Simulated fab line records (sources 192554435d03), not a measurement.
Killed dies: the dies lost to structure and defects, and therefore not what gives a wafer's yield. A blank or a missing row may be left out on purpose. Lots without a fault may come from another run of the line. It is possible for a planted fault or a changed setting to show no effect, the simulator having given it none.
Which tool is to blame?	flow n5-finfet	11 lots, 33 wafers sampled, at 5 steps of a route of 1938

WHAT EACH GAUGE READ, for each wafer
N5_BEOL_M5_INSPECT_30: inspects for defects (brightfield).
lot	measured	on	raw-defect-count
L075	day 8 01:59	defect-inspect-02	295 301 398
L077	day 8 18:35	defect-inspect-01	500 553 563
L080	day 9 08:45	defect-inspect-02	482 621 598
L081	day 9 17:49	defect-inspect-01	532 431 547
L083	day 10 10:25	defect-inspect-02	316 269 375
L086	day 10 21:37	defect-inspect-02	576 405 597
L087	day 11 10:43	defect-inspect-01	516 503 694
L089	day 11 23:01	defect-inspect-02	349 461 373
L091	day 12 13:46	defect-inspect-01	417 327 400
L093	day 12 23:19	defect-inspect-01	377 348 415
L095	day 13 05:22	defect-inspect-02	340 407 318

TOOL THAT RAN EACH LOT (tool first, then ch and the chambers of the sampled wafers, then the start)
lot	N5_BEOL_M4_DEP_57	N5_BEOL_M5_ETCH_72	N5_BEOL_M5_STRIP_64	N5_BEOL_M5_HM_OPEN_17
L075	pecvd-03 ch 0,2, day 7 21:55	rie-diel-03 ch 1,2, day 8 01:09	rie-diel-03 ch 1,2, day 8 01:20	rie-metal-01 ch 0,1, day 8 01:24
L077	pecvd-03 ch 0,1,2, day 8 14:22	rie-diel-01 ch 0,3, day 8 17:35	rie-diel-01 ch 0,3, day 8 17:46	rie-metal-02 ch 0,1, day 8 17:48
L080	pecvd-03 ch 1,2, day 9 04:19	rie-diel-01 ch 1,2, day 9 07:10	rie-diel-01 ch 1,2, day 9 07:20	rie-metal-01 ch 0,1, day 9 07:23
L081	pecvd-04 ch 0,1,2, day 9 13:09	rie-diel-03 ch 0,1,3, day 9 17:02	rie-diel-03 ch 0,1,3, day 9 17:12	rie-metal-03 ch 0,1, day 9 17:14
L083	pecvd-03 ch 0,1, day 10 06:30	rie-diel-01 ch 0,1,3, day 10 09:30	rie-diel-01 ch 0,1,3, day 10 09:40	rie-metal-03 ch 0,1, day 10 09:45
L086	pecvd-03 ch 0,1, day 10 17:25	rie-diel-01 ch 0,1,3, day 10 20:41	rie-diel-01 ch 0,1,3, day 10 20:52	rie-metal-03 ch 0,1, day 10 20:54
L087	pecvd-03 ch 0,1,2, day 11 06:29	rie-diel-04 ch 0,3, day 11 09:52	rie-diel-04 ch 0,3, day 11 10:02	rie-metal-02 ch 0,1, day 11 10:07
L089	pecvd-03 ch 1,2, day 11 17:13	rie-diel-01 ch 0,1,2, day 11 21:07	rie-diel-01 ch 0,1,2, day 11 21:17	rie-metal-02 ch 0,1, day 11 21:20
L091	pecvd-03 ch 0,1,2, day 12 09:41	rie-diel-03 ch 1,2, day 12 12:47	rie-diel-03 ch 1,2, day 12 12:58	rie-metal-03 ch 0,1, day 12 13:01
L093	pecvd-04 ch 1,2, day 12 16:43	rie-diel-01 ch 2,3, day 12 20:00	rie-diel-01 ch 2,3, day 12 20:10	rie-metal-02 ch 1, day 12 20:13
L095	pecvd-03 ch 0,1, day 13 00:40	rie-diel-03 ch 2,3, day 13 04:35	rie-diel-03 ch 2,3, day 13 04:45	rie-metal-02 ch 0,1, day 13 04:47
- N5_BEOL_M4_DEP_57: deposits SiCN from 3MS/NH3, target thk 8 nm, time 14 s.
- N5_BEOL_M5_ETCH_72: etches underlayer in N2/H2, target depth 6.5 nm, time 5.2 s.
- N5_BEOL_M5_STRIP_64: strips in CF4.
- N5_BEOL_M5_HM_OPEN_17: chemistry Cl2/BCl3, target TiN, target depth 20 nm, overetch 6 nm.

THE ANSWER, worked out from the rows above alone
Rule: the usual values come from the lots themselves. Put in order of their means at a reading, lots are off if they are a third of the lots or fewer, leave a main group of 4 or more, and stand apart from it by a gap of 3 or more times the standard deviation of the main group's means; of several such gaps the widest counts. Not used: any main group whose means are identical at the precision the tables above print for the reading. Also off: a lot with no number at a reading for which 4 or more lots have one. The other lots that the step has rows for count as sound.
Across all readings shown, no lot is off: no conclusion can be drawn from this.

WHAT THE SIMULATOR HAD PUT IN
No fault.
